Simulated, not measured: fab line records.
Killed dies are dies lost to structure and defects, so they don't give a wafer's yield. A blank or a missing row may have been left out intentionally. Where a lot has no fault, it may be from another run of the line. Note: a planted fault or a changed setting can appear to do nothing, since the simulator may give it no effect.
Matching of chambers ; flow nand harc ; rie diel-13 running NHARC_A_STAIRCASE_STRIP_476: 4 sister chambers
The step strips in O2, time 20 s. 18 wafers are shown with their chamber, then 9 later ones without.

## WAFERS PAIRED WITH THEIR CHAMBERS
wafer;chamber;showerhead plenum p Torr (Torr);drypump motor current A (A);oes product au (a.u.)
L074.1;2;3.41;5.8;0.996
L074.3;1;3.62;5.9;1.005
L074.6;1;3.62;5.9;1.007
L080.1;2;3.40;5.8;1.009
L080.4;3;3.54;5.9;1.003
L080.6;0;3.63;5.9;0.997
L085.1;2;3.39;5.8;1.002
L085.2;3;3.53;6.0;1.011
L085.3;1;3.60;5.9;1.004
L091.2;3;3.52;5.9;1.008
L091.3;2;3.38;5.8;1.006
L091.6;0;3.61;5.9;1.008
L093.3;1;3.59;6.0;0.999
L093.4;2;3.38;5.8;0.994
L093.6;1;3.59;6.0;1.008
L090.1;0;3.61;5.9;1.000
L090.5;2;3.38;5.8;1.009
L090.6;1;3.59;5.9;0.999

SIGNATURES, as means of the wafers listed above
reading;chamber 0;chamber 1;chamber 2;chamber 3;scatter within a chamber
showerhead plenum p Torr;3.6167;3.6017;3.3900;3.5300;0.013
drypump motor current A;5.900;5.933;5.800;5.933;0.0378
oes product au;1.00167;1.00367;1.00267;1.00733;0.00524
Rule: distance of a wafer from a chamber = root of the sum over the readings of ((wafer's reading minus chamber's mean) / reading's scatter) squared. The wafer belongs to the nearest chamber; if the next one is less than 2 further off, it can't be placed. The scatter is the square root of a quotient: the sum, over the shown wafers, of each reading's squared deviation from its chamber's mean, divided by wafers minus chambers.

## WAFERS WHOSE CHAMBER IS MISSING
wafer;showerhead plenum p Torr (Torr);drypump motor current A (A);oes product au (a.u.)
L094.1;3.59;6.0;1.005
L094.2;3.37;5.8;1.000
L094.4;3.60;5.9;1.017
L095.2;3.37;5.8;1.002
L095.3;3.51;6.0;1.016
L095.6;3.60;5.8;1.013
L097.2;3.37;5.8;1.005
L097.4;3.51;5.9;1.001
L097.5;3.51;5.9;0.995

## EACH ONE'S CHAMBER
wafer;from the rows above;in truth
L094.1;can't be placed: 1 or 0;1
L094.2;2;2
L094.4;can't be placed: 1 or 0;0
L095.2;2;2
L095.3;3;3
L095.6;can't be placed: 0 or 1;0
L097.2;2;2
L097.4;3;3
L097.5;3;3
Correctly placed: 6 of 9. From these rows, 3 cannot be placed; in 3 the true chamber is one of the candidates. Wrongly placed: 0.
